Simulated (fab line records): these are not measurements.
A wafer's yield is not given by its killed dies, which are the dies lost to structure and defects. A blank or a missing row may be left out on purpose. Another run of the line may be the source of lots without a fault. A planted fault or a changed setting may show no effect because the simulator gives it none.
Which tool did it?	flow n5-finfet	24 lots with 72 wafers sampled at 6 steps, on a route of 1938 steps

== WHAT THE GAUGES SHOWED, per wafer ==
The record lacks any reading of a measuring or inspecting step that a usual standard deviation could be used to judge.

== TOOL THAT RAN EACH LOT (tool first, then ch and the chambers of the sampled wafers, then the start) ==
lot	N5_BEOL_M2_SPUTTER_48	N5_BEOL_M2_ANNEAL_91	N5_BEOL_M2_DEP_57	N5_BEOL_M3_STRIP_97	N5_BEOL_M3_ANNEAL_82	N5_BEOL_M3_SPUTTER_94
L074	pvd-sputter-03, day 6 19:38	pvd-sputter-03, day 6 20:49	pecvd-02 ch 0,1, day 6 22:24	rie-diel-03 ch 0,1,2, day 7 10:28 or earlier	pvd-sputter-01, day 7 10:28	pvd-sputter-01, day 7 11:35
L075	pvd-sputter-01, day 6 23:10	pvd-sputter-01, day 7 00:26	pecvd-01 ch 0,1, day 7 02:05	rie-diel-03 ch 0,1,3, day 7 12:58 or earlier	pvd-sputter-03, day 7 12:58	pvd-sputter-03, day 7 13:59
L076	pvd-sputter-02, day 7 10:56	pvd-sputter-02, day 7 12:07	pecvd-02 ch 0,1,2, day 7 13:47	rie-diel-02 ch 0,1,2, day 7 19:03 or earlier	pvd-sputter-02, day 7 19:03	pvd-sputter-02, day 7 20:04
L078	pvd-sputter-01, day 7 15:23	pvd-sputter-01, day 7 16:35	pecvd-02 ch 1,2, day 7 18:34	rie-diel-02 ch 0,1, day 8 03:40 or earlier	pvd-sputter-02, day 8 03:40	pvd-sputter-02, day 8 04:41
L077	pvd-sputter-01, day 7 18:26	pvd-sputter-01, day 7 19:37	pecvd-04 ch 1,2, day 7 21:11	rie-diel-03 ch 0,1,3, day 8 04:44 or earlier	pvd-sputter-01, day 8 04:44	pvd-sputter-01, day 8 05:46
L079	pvd-sputter-01, day 7 22:14	pvd-sputter-01, day 7 23:25	pecvd-02 ch 1,2, day 8 01:03	rie-diel-03 ch 1,2,3, day 8 11:07 or earlier	pvd-sputter-02, day 8 11:07	pvd-sputter-02, day 8 12:08
L080	pvd-sputter-02, day 8 00:41	pvd-sputter-02, day 8 01:52	pecvd-02 ch 0,1, day 8 03:29	rie-diel-06 ch 1,2,3, day 8 15:10 or earlier	pvd-sputter-03, day 8 15:10	pvd-sputter-03, day 8 16:11
L081	pvd-sputter-03, day 8 12:46	pvd-sputter-03, day 8 13:56	pecvd-02 ch 0,1, day 8 15:31	rie-diel-02 ch 0,1,3, day 8 19:41 or earlier	pvd-sputter-02, day 8 19:41	pvd-sputter-02, day 8 20:42
L082	pvd-sputter-02, day 8 13:19	pvd-sputter-02, day 8 14:29	pecvd-04 ch 0,2, day 8 16:13	rie-diel-02 ch 0,2,3, day 9 03:37 or earlier	pvd-sputter-02, day 9 03:37	pvd-sputter-02, day 9 04:38
L083	pvd-sputter-03, day 8 16:29	pvd-sputter-03, day 8 17:40	pecvd-01 ch 0,1,2, day 8 19:14	rie-diel-02 ch 0,3, day 9 13:38 or earlier	pvd-sputter-03, day 9 13:38	pvd-sputter-03, day 9 14:40
L084	pvd-sputter-01, day 9 02:05	pvd-sputter-01, day 9 03:16	pecvd-01 ch 0,1,2, day 9 04:50	rie-diel-06 ch 0,1, day 9 17:46 or earlier	pvd-sputter-01, day 9 17:46	pvd-sputter-01, day 9 18:47
L085	pvd-sputter-03, day 9 11:17	pvd-sputter-03, day 9 12:28	pecvd-01 ch 0,1,2, day 9 14:01	rie-diel-06 ch 1,2,3, day 9 21:17 or earlier	pvd-sputter-03, day 9 21:17	pvd-sputter-03, day 9 22:18
L086	pvd-sputter-01, day 9 19:55	pvd-sputter-01, day 9 21:05	pecvd-02 ch 0,1, day 9 22:40	rie-diel-03 ch 1,2, day 10 03:29 or earlier	pvd-sputter-01, day 10 03:29	pvd-sputter-01, day 10 04:30
L087	pvd-sputter-01, day 9 23:46	pvd-sputter-01, day 10 00:56	pecvd-02 ch 0,1, day 10 02:32	rie-diel-03 ch 1,3, day 10 13:28 or earlier	pvd-sputter-01, day 10 13:28	pvd-sputter-01, day 10 14:29
L088	pvd-sputter-01, day 10 04:48	pvd-sputter-01, day 10 05:59	pecvd-01 ch 1,2, day 10 07:32	rie-diel-06 ch 0,1,3, day 11 06:02 or earlier	pvd-sputter-01, day 11 06:02	pvd-sputter-01, day 11 07:03
L089	pvd-sputter-01, day 10 08:43	pvd-sputter-01, day 10 09:54	pecvd-01 ch 0,1,2, day 10 11:37	rie-diel-02 ch 0,2,3, day 10 19:50 or earlier	pvd-sputter-01, day 10 19:50	pvd-sputter-01, day 10 20:52
L090	pvd-sputter-01, day 10 17:29	pvd-sputter-01, day 10 18:40	pecvd-04 ch 0,1,2, day 10 20:13	rie-diel-06 ch 0,1, day 11 08:55 or earlier	pvd-sputter-02, day 11 08:55	pvd-sputter-02, day 11 09:56
L091	pvd-sputter-02, day 11 03:46	pvd-sputter-02, day 11 04:56	pecvd-01 ch 0,1, day 11 06:31	rie-diel-06 ch 0,1,3, day 11 12:12 or earlier	pvd-sputter-02, day 11 12:12	pvd-sputter-02, day 11 13:13
L092	pvd-sputter-02, day 11 06:33	pvd-sputter-02, day 11 07:44	pecvd-04 ch 1,2, day 11 09:17	rie-diel-03 ch 1,2, day 11 22:31 or earlier	pvd-sputter-03, day 11 22:31	pvd-sputter-03, day 11 23:32
L093	pvd-sputter-01, day 11 09:32	pvd-sputter-01, day 11 10:43	pecvd-04 ch 0,2, day 11 12:34	rie-diel-02 ch 2,3, day 11 20:40 or earlier	pvd-sputter-03, day 11 20:40	pvd-sputter-03, day 11 21:41
L094	pvd-sputter-03, day 11 17:43	pvd-sputter-03, day 11 18:53	pecvd-02 ch 0,1, day 11 20:31	rie-diel-02 ch 0,1,2, day 12 05:04 or earlier	pvd-sputter-01, day 12 05:04	pvd-sputter-01, day 12 06:05
L095	pvd-sputter-01, day 11 20:25	pvd-sputter-01, day 11 21:36	pecvd-02 ch 0,1, day 11 23:11	rie-diel-03 ch 1,2, day 12 06:46 or earlier	pvd-sputter-02, day 12 06:46	pvd-sputter-02, day 12 07:47
L096	pvd-sputter-02, day 12 03:02	pvd-sputter-02, day 12 04:13	pecvd-02 ch 0,1,2, day 12 05:48	rie-diel-03 ch 1,2,3, day 12 16:49 or earlier	pvd-sputter-03, day 12 16:49	pvd-sputter-03, day 12 17:50
L097	pvd-sputter-01, day 12 16:08	pvd-sputter-01, day 12 17:19	pecvd-04 ch 0,2, day 12 18:53	rie-diel-02 ch 0,1,3, day 13 08:22 or earlier	pvd-sputter-03, day 13 08:22	pvd-sputter-03, day 13 09:23
- N5_BEOL_M2_SPUTTER_48: material Cu, target thk 4.5 nm, time 8.29 s.
- N5_BEOL_M2_ANNEAL_91: time 240 s.
- N5_BEOL_M2_DEP_57: deposits SiCN from 3MS/NH3, target thk 8 nm, time 14 s.
- N5_BEOL_M3_STRIP_97: strips in N2/H2, time 10 s.
- N5_BEOL_M3_ANNEAL_82: time 240 s.
- N5_BEOL_M3_SPUTTER_94: material Cu, target thk 4.5 nm, time 8.29 s.

== AS READ BY THE TOOLS THEMSELVES (means over the sampled wafers that have a number; for cases with no such wafer, the mark the record gives instead) ==
N5_BEOL_M2_SPUTTER_48. Usual: throttle-valve-pct at 29.7 %, with a standard deviation of 1.1.
lot	tool	throttle-valve-pct (%)	flag
L074	pvd-sputter-03	29.8	
L075	pvd-sputter-01	30.2	
L076	pvd-sputter-02	29.6	
L078	pvd-sputter-01	30.0	
L077	pvd-sputter-01	29.7	
L079	pvd-sputter-01	30.3	
L080	pvd-sputter-02	30.2	
L081	pvd-sputter-03	29.7	
L082	pvd-sputter-02	29.6	
L083	pvd-sputter-03	29.9	
L084	pvd-sputter-01	29.0	
L085	pvd-sputter-03	30.4	
L086	pvd-sputter-01	31.1	
L087	pvd-sputter-01	30.4	
L088	pvd-sputter-01	29.1	
L089	pvd-sputter-01	30.1	
L090	pvd-sputter-01	29.1	
L091	pvd-sputter-02	29.7	
L092	pvd-sputter-02	30.2	
L093	pvd-sputter-01	29.1	
L094	pvd-sputter-03	29.2	
L095	pvd-sputter-01	28.9	
L096	pvd-sputter-02	29.3	
L097	pvd-sputter-01	30.3	

N5_BEOL_M2_ANNEAL_91. Usual: heater-power-w at 852 W, with a standard deviation of 91.
lot	tool	heater-power-w (W)	flag
L074	pvd-sputter-03	928	
L075	pvd-sputter-01	901	
L076	pvd-sputter-02	779	
L078	pvd-sputter-01	903	
L077	pvd-sputter-01	827	
L079	pvd-sputter-01	931	
L080	pvd-sputter-02	761	
L081	pvd-sputter-03	898	
L082	pvd-sputter-02	795	
L083	pvd-sputter-03	925	
L084	pvd-sputter-01	889	
L085	pvd-sputter-03	947	
L086	pvd-sputter-01	780	
L087	pvd-sputter-01	844	
L088	pvd-sputter-01	958	
L089	pvd-sputter-01	821	
L090	pvd-sputter-01	877	
L091	pvd-sputter-02	756	
L092	pvd-sputter-02	801	
L093	pvd-sputter-01	878	
L094	pvd-sputter-03	893	
L095	pvd-sputter-01	922	
L096	pvd-sputter-02	792	
L097	pvd-sputter-01	854	

N5_BEOL_M2_DEP_57. Usual: chamber-pressure-Torr 3.001 Torr, standard deviation 0.0066; showerhead-plenum-p-Torr 3.662 Torr, standard deviation 0.011; throttle-valve-pct 9.27 %, standard deviation 0.3.
lot	tool	chamber-pressure-Torr (Torr)	showerhead-plenum-p-Torr (Torr)	throttle-valve-pct (%)	flag
L074	pecvd-02	2.997	3.666	9.11	
L075	pecvd-01	3.005	3.669	9.46	
L076	pecvd-02	3.000	3.658	9.33	
L078	pecvd-02	2.997	3.650	9.33	
L077	pecvd-04	2.992	3.661	9.12	
L079	pecvd-02	3.000	3.659	9.30	
L080	pecvd-02	3.007	3.667	9.33	
L081	pecvd-02	2.995	3.667	9.29	
L082	pecvd-04	2.998	3.649	9.18	
L083	pecvd-01	3.003	3.663	9.30	
L084	pecvd-01	2.994	3.669	9.34	
L085	pecvd-01	3.002	3.672	9.47	
L086	pecvd-02	3.000	3.667	9.36	
L087	pecvd-02	3.003	3.667	9.29	
L088	pecvd-01	3.003	3.667	9.10	
L089	pecvd-01	3.003	3.668	9.47	
L090	pecvd-04	3.007	3.654	9.22	
L091	pecvd-01	2.999	3.668	9.69	
L092	pecvd-04	3.004	3.669	9.21	
L093	pecvd-04	3.004	3.650	9.37	
L094	pecvd-02	3.002	3.663	9.27	
L095	pecvd-02	3.002	3.668	9.37	
L096	pecvd-02	3.002	3.659	8.90	
L097	pecvd-04	2.996	3.653	9.44	

N5_BEOL_M3_STRIP_97. Usual: value, then standard deviation, for each; drypump-motor-current-A 5.6 A / 0.51; h2-flow-sccm 199.9 sccm / 0.59; n2-flow-sccm 200.1 sccm / 0.6; oes-product-au 0.79 a.u. / 0.089; rf-vpp-V 59.2 V / 0.89; showerhead-plenum-p-Torr 2.52 Torr / 0.11; throttle-valve-pct 23.6 % / 0.34.
lot	tool	drypump-motor-current-A (A)	h2-flow-sccm (sccm)	n2-flow-sccm (sccm)	oes-product-au (a.u.)	rf-vpp-V (V)	showerhead-plenum-p-Torr (Torr)	throttle-valve-pct (%)	flag
L074	rie-diel-03	5.4	199.6	200.0	0.83	59.3	2.61	23.4	
L075	rie-diel-03	5.8	199.7	199.7	0.76	58.7	2.58	23.5	
L076	rie-diel-02	5.6	200.2	200.7	0.77	59.0	2.43	24.0	
L078	rie-diel-02	5.6	199.9	200.0	0.73	59.2	2.40	24.1	
L077	rie-diel-03	5.8	199.3	200.1	0.76	59.5	2.58	23.4	
L079	rie-diel-03	5.6	200.2	200.1	0.82	59.3	2.53	23.5	
L080	rie-diel-06	4.9	200.4	200.1	0.77	59.5	2.57	23.5	
L081	rie-diel-02	5.7	200.0	200.1	0.80	58.8	2.49	23.8	
L082	rie-diel-02	5.8	199.4	200.6	0.85	59.6	2.47	23.7	
L083	rie-diel-02	5.9	200.1	200.3	0.88	59.1	2.53	23.6	
L084	rie-diel-06	6.0	200.3	199.4	0.74	59.6	2.49	23.8	
L085	rie-diel-06	4.9	199.5	200.2	0.77	58.7	2.56	23.6	
L086	rie-diel-03	5.2	199.6	200.2	0.86	59.1	2.62	23.5	
L087	rie-diel-03	6.0	199.6	200.4	0.74	59.5	2.49	23.5	
L088	rie-diel-06	5.5	199.7	199.8	0.75	58.9	2.53	23.6	
L089	rie-diel-02	5.8	200.6	200.2	0.83	58.7	2.47	23.7	
L090	rie-diel-06	5.7	200.1	199.3	0.75	59.7	2.56	23.5	
L091	rie-diel-06	5.5	200.1	199.9	0.76	58.4	2.53	23.6	
L092	rie-diel-03	5.1	199.9	200.0	0.85	59.1	2.62	23.5	
L093	rie-diel-02	5.8	200.2	199.8	0.85	58.4	2.50	23.6	
L094	rie-diel-02	5.6	199.8	200.5	0.84	59.5	2.42	23.8	
L095	rie-diel-03	5.2	199.8	200.0	0.83	59.8	2.54	23.5	
L096	rie-diel-03	5.6	199.9	200.3	0.88	59.4	2.62	23.4	
L097	rie-diel-02	5.7	200.1	200.0	0.84	59.3	2.47	23.7	

N5_BEOL_M3_ANNEAL_82. Usual: heater-power-w at 855 W, with a standard deviation of 84.
lot	tool	heater-power-w (W)	flag
L074	pvd-sputter-01	817	
L075	pvd-sputter-03	921	
L076	pvd-sputter-02	765	
L078	pvd-sputter-02	776	
L077	pvd-sputter-01	866	
L079	pvd-sputter-02	793	
L080	pvd-sputter-03	876	
L081	pvd-sputter-02	843	
L082	pvd-sputter-02	812	
L083	pvd-sputter-03	867	
L084	pvd-sputter-01	873	
L085	pvd-sputter-03	863	
L086	pvd-sputter-01	798	
L087	pvd-sputter-01	963	
L088	pvd-sputter-01	827	
L089	pvd-sputter-01	892	
L090	pvd-sputter-02	808	
L091	pvd-sputter-02	797	
L092	pvd-sputter-03	888	
L093	pvd-sputter-03	910	
L094	pvd-sputter-01	898	
L095	pvd-sputter-02	765	
L096	pvd-sputter-03	927	
L097	pvd-sputter-03	941	

N5_BEOL_M3_SPUTTER_94. Usual: throttle-valve-pct at 29.7 %, with a standard deviation of 1.
lot	tool	throttle-valve-pct (%)	flag
L074	pvd-sputter-01	29.8	
L075	pvd-sputter-03	29.8	
L076	pvd-sputter-02	29.7	
L078	pvd-sputter-02	29.6	
L077	pvd-sputter-01	29.7	
L079	pvd-sputter-02	30.2	
L080	pvd-sputter-03	29.2	
L081	pvd-sputter-02	30.2	
L082	pvd-sputter-02	29.4	
L083	pvd-sputter-03	29.1	
L084	pvd-sputter-01	29.2	
L085	pvd-sputter-03	29.7	
L086	pvd-sputter-01	29.1	
L087	pvd-sputter-01	29.1	
L088	pvd-sputter-01	29.8	
L089	pvd-sputter-01	30.0	
L090	pvd-sputter-02	29.5	
L091	pvd-sputter-02	29.6	
L092	pvd-sputter-03	29.8	
L093	pvd-sputter-03	29.8	
L094	pvd-sputter-01	29.9	
L095	pvd-sputter-02	30.1	
L096	pvd-sputter-03	29.4	
L097	pvd-sputter-03	29.8	

== THE ANSWER, worked out from the rows above alone ==
Rule: take the mean of a lot's wafers that have a number; if it is more than 3 standard deviations from the usual mean, the lot is off. A lot without any number at a reading at which 4 lots or more have one is off too. Where the step has rows for the other lots, those lots are counted as sound. The gauges are gone through in route order, then the tools' own readings, and for those a lot's mean is taken as printed above. The first step at which some lot is off is used, and at that step the reading that is off furthest; a lot without a number counts as furthest.
No lot is off on any of the readings shown, so nothing can be concluded from this.

== WHAT THE SIMULATOR HAD INSERTED ==
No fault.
